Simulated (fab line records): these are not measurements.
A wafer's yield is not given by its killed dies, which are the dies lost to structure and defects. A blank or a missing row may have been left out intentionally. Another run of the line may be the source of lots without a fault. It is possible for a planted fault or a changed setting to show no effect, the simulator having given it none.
fab line records	flow nand-harc
record: lots: 6	wafers: 18	last-day: 25
route steps=1159 shown P_M0@273 P_M1@285 END@1159
lots untouched by any fault: they come from a run of this same line in which no faults occurred
start-h: hours from the record's first day to the start of the lot's first wafer shown	wait-h: how many hours have passed since the lot's step before this one	" the same as in the row above	L1.1+2: several wafers, shown together as one row	- value missing, or start not given	* or withheld: withheld	< > ~ a bound
route shown NAME@n: NAME is a module with steps in the file, n the number in the route of the first one	usual: mean/standard deviation taken from wafers without a fault	same: alike in all rows	chamber/n: place in a boat	sites: per-site readings	_std_site: the values' standard deviation	_edge_site: mean of outer sites minus mean of inner sites	radius-mm: for every site, how far away it sits from the centre of the wafer	mask NAME#n: copy n	behind: the tool/chamber that last shaped the wafer	hold: why the lot was held/for how many hours/how that ended	device: the n, p or np transistor that did not switch	end of line: tests of these same wafers at the route's end	step lacking rows: just its recipe	killed: count of dies lost to structure and defects at first sort (not the wafer's yield)	map: shows each die of a wafer: x if killed, . if not, _ if none is there
set.NAME: the setting that was run; set.NAME@STEP: the one run at that earlier step	model.NAME: the simulator's own value behind a step, which no gauge read
lots at some steps of the route; a table a step, a row a wafer
services: a tool's chamber out of use, with start hour (start-h, from the record's first day; less than 0 if before it), hours out, and reason
== steps ==
step: NHARC_P_M0_PRE_CLEAN_29
recipe: time-s: 30	temp-c: 280	gas: H2/He
usual: heater-power-w: 436/58
lot.wafer	tool	chamber	start-h	wait-h	heater-power-w
L515.3	pvd-sputter-01	-	-	-	414
L515.6	"	-	"	"	425
L515.5	"	-	"	"	409
L525.1	pvd-sputter-01	-	-	-	397
L525.4	"	-	"	"	395
L525.6	"	-	"	"	426
L527.2	pvd-sputter-03	-	-	-	474
L527.3	"	-	"	"	437
L527.4	"	-	"	"	457
L524.3	pvd-sputter-02	-	-	-	588
L524.2	"	-	"	"	378
L524.1	"	-	"	"	443
L530.3	pvd-sputter-03	-	-	-	455
L530.4	"	-	"	"	445
L530.6	"	-	"	"	465
L535.4	pvd-sputter-03	-	-	-	445
L535.6	"	-	"	"	470
L535.5	"	-	"	"	446
step: NHARC_P_M0_PVD_20
recipe: target-thk-a: 50	bias-v: 168.6	power-w: 15000	chamber-pressure-pa: 0.12	time-s: 8.06	substrate-temp-c: 50	material: TaN
step: NHARC_P_M0_PVD_21
recipe: target-thk-a: 300	chamber-pressure-pa: 5	power-w: 5000	substrate-temp-c: 30	time-s: 20.49	material: Cu
step: NHARC_P_M0_ECD_22
recipe: target-thk-a: 4000	bath-temp-c: 25	material: Cu
step: NHARC_P_M0_ANNEAL_30
recipe: temp-c: 225	time-s: 90
usual: anneal-temp-c: 225.02/0.17	wafer_temp_C_max: 226.1/0.36
lot.wafer	tool	chamber	start-h	wait-h	anneal-temp-c	wafer_temp_C_max
L515.3	rtp-anneal-01	0	133.02	-	224.80	225.8
L515.5	"	0	"	"	224.97	226.0
L515.6	"	0	"	"	224.63	226.0
L525.1	rtp-anneal-02	0	192.40	-	225.18	226.5
L525.4	"	0	"	"	225.35	226.3
L525.6	"	0	"	"	225.09	226.5
L527.2	rtp-anneal-02	0	192.93	0.4	224.77	226.2
L527.3	"	0	"	"	224.93	225.9
L527.4	"	0	"	"	224.85	226.3
L524.1	rtp-anneal-02	0	193.75	-	225.12	226.5
L524.2	"	0	"	"	225.25	226.8
L524.3	"	0	"	"	225.02	226.3
L530.3	rtp-anneal-01	0	221.74	-	225.27	225.8
L530.4	"	0	"	"	225.10	225.8
L530.6	"	0	"	"	225.01	225.5
L535.4	rtp-anneal-02	0	246.61	0.4	224.67	226.5
L535.5	"	0	"	"	225.05	226.7
L535.6	"	0	"	"	225.19	226.5
step: NHARC_P_M0_CMP_23
recipe: t-overpolish-s: 20	target-thk-nm: 117.53
usual: motor-current-A: 11.9/1	slurry-filter-dp-kPa: 13.52/0.14	time-to-endpoint-s: 28.7/2
lot.wafer	tool	chamber	start-h	wait-h	motor-current-A	slurry-filter-dp-kPa	time-to-endpoint-s
L515.3	cmp-02	2	133.34	-	11.8	13.57	29.0
L515.5	"	1	"	"	12.5	13.69	29.0
L515.6	"	2	"	"	11.5	13.48	29.4
L525.4	cmp-02	1	192.77	-	12.8	13.63	30.2
L525.1	"	0	"	"	9.5	13.59	28.5
L525.6	"	1	"	"	13.3	13.38	27.3
L527.3	cmp-03	0	193.25	-	10.7	13.38	26.6
L527.2	"	1	"	"	12.0	13.83	28.9
L527.4	"	2	"	"	12.3	13.34	28.6
L524.1	cmp-03	2	194.12	-	13.0	13.36	28.3
L524.3	"	0	"	"	11.0	13.48	28.7
L524.2	"	1	"	"	11.5	13.48	31.0
L530.3	cmp-04	3	221.98	-	11.8	13.27	25.5
L530.4	"	2	"	"	10.6	13.53	25.4
L530.6	"	3	"	"	12.1	13.46	26.6
L535.4	cmp-03	3	246.88	-	11.5	13.46	31.1
L535.5	"	0	"	"	10.3	13.45	29.9
L535.6	"	1	"	"	11.8	13.45	30.7
step: NHARC_P_M0_THK_MEAS_24
recipe: thk-meas-gauge: xrf
usual: thk-nm: 117.4/1.4
lot.wafer	tool	chamber	start-h	wait-h	thk-nm
L515.3	film-metro-02	-	133.63	-	116.6
L515.5	"	-	"	"	116.6
L515.6	"	-	"	"	119.2
L525.1	film-metro-01	-	193.08	-	117.3
L525.4	"	-	"	"	117.9
L525.6	"	-	"	"	117.2
L527.2	film-metro-02	-	193.54	-	118.7
L527.3	"	-	"	"	116.1
L527.4	"	-	"	"	116.9
L524.1	film-metro-01	-	194.43	-	117.7
L524.2	"	-	"	"	115.9
L524.3	"	-	"	"	116.3
L530.3	film-metro-01	-	222.30	-	116.1
L530.4	"	-	"	"	116.5
L530.6	"	-	"	"	118.0
L535.4	film-metro-01	-	247.11	-	116.5
L535.5	"	-	"	"	117.8
L535.6	"	-	"	"	117.2
step: NHARC_P_M0_SRD_25
step: NHARC_P_M0_INSPECT_27
usual: raw-defect-count: 304/120
lot.wafer	tool	chamber	start-h	wait-h	raw-defect-count
L515.3	defect-inspect-01	-	133.79	0.0	413
L515.5	"	-	"	"	340
L515.6	"	-	"	"	721
L525.1	defect-inspect-01	-	193.25	0.0	215
L525.4	"	-	"	"	142
L525.6	"	-	"	"	139
L527.2	defect-inspect-02	-	193.70	0.0	200
L527.3	"	-	"	"	188
L527.4	"	-	"	"	202
L524.1	defect-inspect-01	-	194.59	0.0	412
L524.2	"	-	"	"	466
L524.3	"	-	"	"	302
L530.3	defect-inspect-01	-	222.46	0.0	240
L530.4	"	-	"	"	283
L530.6	"	-	"	"	183
L535.4	defect-inspect-02	-	247.27	0.0	155
L535.5	"	-	"	"	190
L535.6	"	-	"	"	164
step: NHARC_P_M0_PRE_CLEAN_31
recipe: time-s: 12	temp-c: 370	rf-power-w: 300	gas: NH3
usual: heater-power-w: 598/62
lot.wafer	tool	chamber	start-h	wait-h	heater-power-w
L515.3	pecvd-04	0	133.87	0.1	556
L515.6	"	2	"	"	521
L515.5	"	1	"	"	708
L525.1	pecvd-04	2	193.35	0.1	599
L525.4	"	0	"	"	510
L525.6	"	2	"	"	593
L527.2	pecvd-02	1	193.79	0.1	482
L527.3	"	2	"	"	609
L527.4	"	0	"	"	520
L524.1	pecvd-03	0	194.66	0.1	583
L524.2	"	1	"	"	576
L524.3	"	0	"	"	578
L530.3	pecvd-04	2	222.55	0.1	580
L530.4	"	0	"	"	580
L530.6	"	1	"	"	699
L535.6	pecvd-04	0	247.38	0.1	516
L535.4	"	1	"	"	694
L535.5	"	2	"	"	602
step: NHARC_P_M0_DEP_32
recipe: target-thk-a: 300	temp-c: 370	target-thk-nm: 30	pressure-torr: 3	flow-sccm: 200	rf-w: 450	material: SiCN
step: NHARC_P_M1_DEP_00
recipe: target-thk-a: 1825	target-thk-nm: 182.5	temp-c: withheld	pressure-torr: 5	flow-sccm: 200	rf-w: 600	material: SiOC
lot.wafer	tool	chamber	start-h	wait-h
L515.3+6+5	pecvd-03	2,0,1	134.44	-
L525.1+4+6	pecvd-03	1,0,0	193.88	-
L527.2+3+4	pecvd-02	1,2,2	194.30	-
L524.2+1+3	pecvd-03	1,0,0	195.30	0.4
L530.3+6+4	pecvd-02	2,1,2	223.06	-
L535.4+6+5	pecvd-04	1,2,0	247.94	-
step: NHARC_P_M1_DEHYDRATE_01
recipe: temp-c: 150	time-s: 120
step: NHARC_P_M1_HMDS_02
recipe: time-s: 30
step: NHARC_P_M1_COAT_34
recipe: temp-c: 200	time-s: 65
step: NHARC_P_M1_COAT_03
recipe: spin-rpm: 1500	resist-thk-nm: 90
step: NHARC_P_M1_SOFTBAKE_04
recipe: temp-c: 105	time-s: 55
step: NHARC_P_M1_EBR_05
step: NHARC_P_M1_EXPOSE_06
recipe: na: 1.35	target-cd-nm: 130	dose-mj: 81.88	mask-id: P_M1
step: NHARC_P_M1_PEB_07
recipe: peb-temp-c: 100	peb-time-s: 65
step: NHARC_P_M1_DEVELOP_08
recipe: develop-time-s: 35	dev-temp-c: 23
step: NHARC_P_M1_CD_MEAS_09
recipe: target-cd-nm: 130	landing-energy-ev: 500
usual: cd-nm: 130.2/0.72
lot.wafer	tool	chamber	start-h	wait-h	cd-nm
L515.3	cd-sem-02	0	135.20	-	129.2
L515.5	"	0	"	"	129.2
L515.6	"	0	"	"	128.8
L525.1	cd-sem-01	0	194.78	-	130.4
L525.4	"	0	"	"	130.1
L525.6	"	0	"	"	129.9
L527.2	cd-sem-01	0	195.09	-	130.7
L527.3	"	0	"	"	130.5
L527.4	"	0	"	"	131.6
L524.1	cd-sem-03	0	196.27	-	129.6
L524.2	"	0	"	"	131.0
L524.3	"	0	"	"	130.0
L530.3	cd-sem-03	0	223.86	-	130.2
L530.4	"	0	"	"	129.9
L530.6	"	0	"	"	130.4
L535.4	cd-sem-01	0	248.65	-	130.9
L535.5	"	0	"	"	130.7
L535.6	"	0	"	"	131.0
step: NHARC_P_M1_OVL_MEAS_10
recipe: pitch-nm: 260
usual: overlay-x-nm: 0.1/0.77	overlay-y-nm: -0.1/0.8
lot.wafer	tool	chamber	start-h	wait-h	overlay-x-nm	overlay-y-nm
L515.3	overlay-01	-	135.29	-	-0.1	0.9
L515.5	"	-	"	"	-0.1	0.7
L515.6	"	-	"	"	-0.4	0.5
L525.1	overlay-02	-	194.87	-	0.1	0.1
L525.4	"	-	"	"	0.6	-0.3
L525.6	"	-	"	"	-0.1	0.1
L527.2	overlay-01	-	195.18	-	0.1	0.9
L527.3	"	-	"	"	0.6	1.4
L527.4	"	-	"	"	0.6	1.6
L524.1	overlay-01	-	196.36	-	0.2	1.0
L524.2	"	-	"	"	0.3	0.7
L524.3	"	-	"	"	0.7	0.4
L530.3	overlay-01	-	223.94	-	-0.9	-0.7
L530.4	"	-	"	"	-0.2	-0.8
L530.6	"	-	"	"	-0.3	-0.8
L535.4	overlay-02	-	248.73	-	-0.8	0.1
L535.5	"	-	"	"	-0.8	-0.9
L535.6	"	-	"	"	-0.8	-0.4
step: NHARC_P_M1_INSPECT_11
usual: raw-defect-count: 4.0/2.4
lot.wafer	tool	chamber	start-h	wait-h	raw-defect-count
L515.3	defect-inspect-01	-	135.32	0.0	5
L515.5	"	-	"	"	1
L515.6	"	-	"	"	4
L525.1	defect-inspect-02	-	194.90	0.0	1
L525.4	"	-	"	"	53
L525.6	"	-	"	"	39
L527.2	defect-inspect-02	-	195.21	0.0	2
L527.3	"	-	"	"	4
L527.4	"	-	"	"	9
L524.1	defect-inspect-01	-	196.40	0.0	38
L524.2	"	-	"	"	5
L524.3	"	-	"	"	47
L530.3	defect-inspect-02	-	223.98	0.0	2
L530.4	"	-	"	"	7
L530.6	"	-	"	"	5
L535.4	defect-inspect-01	-	248.77	0.0	2
L535.5	"	-	"	"	3
L535.6	"	-	"	"	1
step: NHARC_P_M1_DESCUM_14
recipe: time-s: 3	o2-flow-sccm: 200	ar-flow-sccm: 0	bias-power-w: 0	chemistry: O2
usual: drypump-motor-current-A: 5.7/0.43	oes-product-au: 1.000/0.0095	rf-vpp-V: 57.8/0.86	showerhead-plenum-p-Torr: 1.91/0.072	throttle-valve-pct: 11.311/0.0094
lot.wafer	tool	chamber	start-h	wait-h	drypump-motor-current-A	oes-product-au	rf-hours-counter-h	rf-vpp-V	showerhead-plenum-p-Torr	throttle-valve-pct
L515.3	rie-diel-08	1	135.41	0.1	5.3	1.003	0	58.0	1.86	11.303
L515.5	"	2	"	"	5.6	1.014	-	59.1	1.92	11.325
L515.6	"	3	"	"	6.5	1.006	-	57.3	1.87	11.309
L525.4	rie-diel-04	3	194.97	0.1	5.4	0.997	1.9	57.1	1.91	11.308
L525.1	"	0	"	"	5.2	1.000	1.9	57.2	1.80	11.300
L525.6	"	3	"	"	5.5	1.000	-	58.6	1.91	11.310
L527.3	rie-diel-03	1	195.30	0.1	6.0	0.993	11.4	57.0	1.78	11.327
L527.2	"	2	"	"	5.4	0.999	11.8	58.3	2.01	11.307
L527.4	"	0	"	"	5.1	1.019	9.9	58.0	1.85	11.322
L524.3	rie-diel-04	2	196.46	0.1	5.8	0.982	2.1	57.7	2.00	11.297
L524.1	"	3	"	"	5.4	0.992	2.0	56.4	1.91	11.329
L524.2	"	0	"	"	5.2	0.991	2.0	56.4	1.80	11.312
L530.4	rie-diel-04	1	224.06	0.1	6.3	0.998	2.8	58.1	1.95	11.326
L530.3	"	2	"	"	5.8	1.009	2.8	58.2	2.00	11.308
L530.6	"	0	"	"	5.2	0.999	-	57.8	1.80	11.305
L535.4	rie-diel-04	2	248.85	0.1	5.8	1.007	3.5	58.4	2.00	11.315
L535.5	"	3	"	"	5.5	1.012	-	58.3	1.91	11.310
L535.6	"	0	"	"	5.2	0.998	-	57.6	1.80	11.308
step: NHARC_END_SORT_01
recipe: temp-c: 25
usual: defect-limited-yield: 95.3/1.3	killed-at-array: 28/9.1	killed-at-other: 0.6/0.87	killed-at-periphery: 3.4/2.7	killed-dies: 32/9	killed-open: 3.2/1.9	killed-short: 2.0/1.3	sort_bin_2_pct: 1.5/0.57	sort_bin_3_pct: 0.26/0.22	sort_bin_4_pct: 2.9/0.91	sort-n-pass: 645/9	sort-rim-yield-pct: 93/3.3	sort-yield-pct: 95.3/1.3
same: gross-dies: 677	sort_bin_5_pct[%]: 0	sort_bin_6_pct[%]: 0	sort_bin_7_pct[%]: 0	sort_bin_8_pct[%]: 0	sort-rim-n-gross: 106.00
lot.wafer	tool	chamber	start-h	wait-h	defect-limited-yield[%]	killed-at-array	killed-at-other	killed-at-periphery	killed-dies	killed-open	killed-short	sort_bin_2_pct[%]	sort_bin_3_pct[%]	sort_bin_4_pct[%]	sort-n-pass	sort-rim-yield-pct[%]	sort-yield-pct[%]
L527.2	prober-02	0	518.43	2.8	95.1	29	1	3	33	4	3	1.8	0	3.1	644	93	95.1
L527.3	prober-02	0	519.24	3.1	95.0	31	0	3	34	3	1	1.6	0	3.4	643	95	95.0
L527.4	prober-02	0	520.05	3.4	95.7	23	1	5	29	7	1	2.1	0	2.2	648	95	95.7
L525.4	prober-02	0	527.92	3.4	89.8	34	0	35	69	5	2	4.3	1.48	4.4	608	93	89.8
L525.6	prober-02	0	529.53	4.0	92.3	28	1	23	52	6	1	1.9	0.74	5.0	625	95	92.3
L524.1	prober-02	0	541.07	2.5	89.5	40	0	31	71	5	0	4.1	0.30	6.1	606	89	89.5
L524.3	prober-02	0	542.69	3.1	89.5	39	1	31	71	3	4	3.7	1.18	5.6	606	89	89.5
L530.3	prober-02	0	589.56	3.1	97.8	12	0	3	15	0	0	1.2	0.15	0.9	662	93	97.8
L530.4	prober-02	0	590.36	3.4	95.7	21	1	7	29	1	2	1.0	0.44	2.8	648	98	95.7
L530.6	prober-02	0	591.95	4.0	94.8	27	0	8	35	5	2	1.3	0.30	3.5	642	96	94.8
killed by level:class
L527.2 A_SLIT:chamber-film-flake=11 A_CHANNEL_HOLE_D1:chamber-film-flake=4 A_CONTACT:chamber-film-flake=4 A_WL_FILL:chamber-film-flake=3 A_CONTACT:geometric-particle:open=2 A_STAIRCASE:chamber-film-flake=2 P_CONTACT:geometric-particle:open=1 P_M1:geometric-particle:open=1
L527.3 A_SLIT:chamber-film-flake=17 A_CONTACT:chamber-film-flake=5 A_CHANNEL_HOLE_D1:chamber-film-flake=4 P_GATE:chamber-film-flake=2 A_STAIRCASE:chamber-film-flake=2 P_M2:geometric-particle:open=1 A_CHANNEL_FILL_D1:geometric-particle:short=1 A_SGD_CUT:geometric-particle:open=1
L527.4 A_SLIT:chamber-film-flake=9 A_STAIRCASE:chamber-film-flake=4 P_GATE:chamber-film-flake=3 A_CONTACT:chamber-film-flake=3 A_CHANNEL_HOLE_D1:chamber-film-flake=2 P_GATE:geometric-particle:open=1 P_M1:geometric-particle:open=1 A_SOURCE_PLATE:geometric-particle:open=1
L525.4 P_M1:unspecified=33 A_SLIT:chamber-film-flake=22 A_CHANNEL_HOLE_D1:chamber-film-flake=3 A_M0:geometric-particle:open=2 P_M0:geometric-particle:open=1 A_ONON_D1:geometric-particle:open=1 A_WL_FILL:geometric-particle:short=1 A_BLC:geometric-particle:open=1
L525.6 P_M1:unspecified=21 A_SLIT:chamber-film-flake=13 A_CHANNEL_HOLE_D1:chamber-film-flake=5 A_CONTACT:geometric-particle:open=4 A_STAIRCASE:chamber-film-flake=2 P_M0:geometric-particle:open=1 A_ONON_D1:geometric-particle:short=1 A_M1:geometric-particle:open=1
L524.1 P_M1:unspecified=26 A_SLIT:chamber-film-flake=14 A_CHANNEL_HOLE_D1:chamber-film-flake=14 A_CONTACT:chamber-film-flake=5 A_STAIRCASE:chamber-film-flake=3 P_GATE:geometric-particle:open=1 P_CONTACT:geometric-particle:open=1 P_M0:geometric-particle:open=1
L524.3 P_M1:unspecified=30 A_SLIT:chamber-film-flake=16 A_CHANNEL_HOLE_D1:chamber-film-flake=12 A_CONTACT:chamber-film-flake=2 A_ONON_D1:geometric-particle:short=1 A_CHANNEL_FILL_D1:geometric-particle:short=1 A_SGD_CUT:geometric-particle:short=1 A_CONTACT:geometric-particle:open=1
L530.3 A_SLIT:chamber-film-flake=8 P_STI:chamber-film-flake=2 A_CHANNEL_HOLE_D1:chamber-film-flake=2 A_CONTACT:chamber-film-flake=2 P_M2:chamber-film-flake=1
L530.4 A_SLIT:chamber-film-flake=13 P_STI:chamber-film-flake=5 A_CHANNEL_HOLE_D1:chamber-film-flake=5 A_CHANNEL_FILL_D1:geometric-particle:open=1 A_WL_FILL:geometric-particle:short=1 P_GATE:chamber-film-flake=1 P_M1:chamber-film-flake=1 STARTING-WAFER:geometric-particle:short=1
L530.6 A_SLIT:chamber-film-flake=12 A_CHANNEL_HOLE_D1:chamber-film-flake=7 A_CONTACT:geometric-particle:open=4 P_STI:chamber-film-flake=4 P_M1:chamber-film-flake=2 A_CONTACT:chamber-film-flake=2 P_M0:geometric-particle:open=1 A_SGD_CUT:geometric-particle:short=1
map L524.1 (x killed, . not)
____________x____________
_________.xxx..._________
_______...xx.xx..._______
______...xxxxxx....______
_____......x........_____
____x......x.........____
____x....xx..........____
___...x...............___
___xx.......x.........___
__....x................__
__xx..x................__
_....x.xx..............._
_......xxxx............._
_.x..xxxxx..x..........._
_..xxx.xxx.xx..........x_
_......x.x.............._
.........x...............
......xx.xx.x............
........xx..x............
.........................
.........x...............
_x.................x...._
_x......................_
_..........x............_
_.......x..............._
_.x..x.................._
__.....................__
__.....................__
___...................___
___...................___
____.................____
____............x....____
_____..............._____
______.............______
_______..........._______
_________......._________
____________.____________
map L525.4 (x killed, . not)
____________.____________
_________......._________
_______..........._______
______.............______
_____.......x......._____
____.................____
____x................____
___.x............x....___
___x...xx.............___
__xxxx.................__
__....x.x.........x....__
_..x.x.xx..............._
_x.xxx.xx.x.......x..x.._
_x..xxx.xx.xx....x......_
_....x.xxxxx............_
_...x..xxxxx........x..._
........xxx...........x..
......xxxxx..............
.......xxxx..............
.........................
.........x...............
_......................._
_.........x.x..........._
_......................._
_....................x.._
_....x.................._
__.....................__
__.....................__
___...................___
___...................___
____.................____
____.................____
_____..............._____
______.............______
_______..........x_______
_________..x...._________
____________.____________
== services ==
tool	chamber	start-h	hours	kind
pecvd-04	0	110.89	3.0	repair
pecvd-03	-	111.12	13.0	pm
rie-diel-04	-	111.90	9.0	pm
cmp-02	-	123.39	0.3	repair
rie-diel-08	-	124.80	9.0	pm
cmp-02	-	128.58	4.0	pm
cmp-04	-	130.01	5.3	repair
cmp-03	-	133.03	1.4	repair
cmp-02	-	139.97	0.4	repair
pecvd-02	-	153.00	13.0	pm
cmp-03	-	156.08	4.0	pm
pvd-sputter-01	-	158.00	10.0	pm
pvd-sputter-03	-	167.14	8.3	repair
cmp-04	-	188.24	2.3	repair
pecvd-04	-	195.48	13.0	pm
pecvd-04	0	195.48	13.0	vent-cycle
pecvd-04	1	195.48	13.0	vent-cycle
cmp-04	-	203.01	4.0	pm
pvd-sputter-02	-	214.01	10.0	pm
rie-diel-03	-	215.30	9.0	pm
cmp-03	-	221.52	0.7	repair
cmp-02	-	225.88	6.4	repair
cmp-02	-	232.29	4.0	pm
cmp-03	-	247.11	12.9	repair
== key ==
first-sign: step: NHARC_P_M1_INSPECT_11	reading: raw-defect-count	direction: up	sigmas: 17	usual: 4.0	struck: 44.2
effect: step: NHARC_END_SORT_01	reading: killed-at-periphery	direction: up	sigmas: 9.9	usual: 3.4	struck: 30
more-kills-born-at: NHARC_P_M1_DEP_00@pecvd-03: 110
met-at NHARC_P_M1_DEP_00
struck-wafers L524.1,L524.3,L525.4,L525.6
onset-between 134.44 193.88
fault: kind: chamber-particle-source	tool: pecvd-03	chamber: 0	onset-h: 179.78	steps: NHARC_P_M1_DEP_00	rate-per-visit-cm2: 0.062278	end-h: 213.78
